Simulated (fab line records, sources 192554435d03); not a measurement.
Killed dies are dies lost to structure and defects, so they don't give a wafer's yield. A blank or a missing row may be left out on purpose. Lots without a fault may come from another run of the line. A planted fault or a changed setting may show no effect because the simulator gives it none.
Chamber matching | flow n5_finfet | N5_BEOL_M1_ETCH_64 on rie_diel-05: 4 sister chambers
The step etches SOC in N2/H2, target depth 75 nm, overetch 15 nm, time 112.5 s. 16 wafers are shown with their chamber, then 8 later ones without.

WAFERS WITH THEIR CHAMBER
wafer  | chamber | drypump_motor_current_A (A) | showerhead_plenum_p_Torr (Torr) | throttle_valve_pct (%)
L074.1 | 2       | 6.0                         | 2.67                            | 18.26
L074.3 | 0       | 5.8                         | 2.49                            | 18.06
L074.6 | 3       | 5.1                         | 2.53                            | 17.61
L078.1 | 3       | 5.2                         | 2.53                            | 17.63
L078.3 | 0       | 5.8                         | 2.49                            | 18.10
L078.4 | 2       | 6.0                         | 2.67                            | 18.29
L082.3 | 0       | 5.8                         | 2.49                            | 18.10
L082.4 | 2       | 6.0                         | 2.67                            | 18.30
L082.6 | 1       | 5.6                         | 2.63                            | 18.03
L088.1 | 0       | 5.8                         | 2.48                            | 17.70
L088.3 | 3       | 5.1                         | 2.52                            | 17.65
L088.6 | 1       | 5.6                         | 2.62                            | 18.05
L092.1 | 1       | 5.6                         | 2.62                            | 18.07
L092.2 | 2       | 6.0                         | 2.66                            | 18.31
L092.6 | 0       | 5.8                         | 2.48                            | 17.71
L093.1 | 0       | 5.8                         | 2.48                            | 17.71

SIGNATURES (means of the wafers above)
reading                  | chamber 0 | chamber 1 | chamber 2 | chamber 3 | scatter within a chamber
drypump_motor_current_A  | 5.800     | 5.600     | 6.000     | 5.133     | 0.0236
showerhead_plenum_p_Torr | 2.4850    | 2.6233    | 2.6675    | 2.5267    | 0.00546
throttle_valve_pct       | 17.8967   | 18.0500   | 18.2900   | 17.6300   | 0.136
Rule: a wafer's distance from a chamber is the root of the sum, over the readings, of the square of ((its reading less the chamber's mean) divided by the reading's scatter). The wafer belongs to the nearest chamber; if the next one is less than 2 further off, it can't be placed. The scatter: the root of (the sum of the squares of (reading less its chamber's mean) over the shown wafers, divided by (wafers less chambers)).

WAFERS WITHOUT THEIR CHAMBER
wafer  | drypump_motor_current_A (A) | showerhead_plenum_p_Torr (Torr) | throttle_valve_pct (%)
L093.4 | 5.6                         | 2.62                            | 18.05
L093.6 | 5.8                         | 2.48                            | 17.73
L094.1 | 5.8                         | 2.48                            | 17.71
L094.2 | 5.6                         | 2.62                            | 18.08
L094.5 | 6.0                         | 2.66                            | 18.34
L095.2 | 5.6                         | 2.62                            | 18.07
L095.5 | 5.2                         | 2.52                            | 17.68
L095.6 | 6.0                         | 2.65                            | 18.35

WHICH CHAMBER EACH WENT THROUGH
wafer  | from the rows above | in truth
L093.4 | 1                   | 1
L093.6 | 0                   | 0
L094.1 | 0                   | 0
L094.2 | 1                   | 1
L094.5 | 2                   | 2
L095.2 | 1                   | 1
L095.5 | 3                   | 3
L095.6 | 2                   | 2
Placed correctly: 8 of 8. Can't be placed from these rows: 0. Placed wrongly: 0.
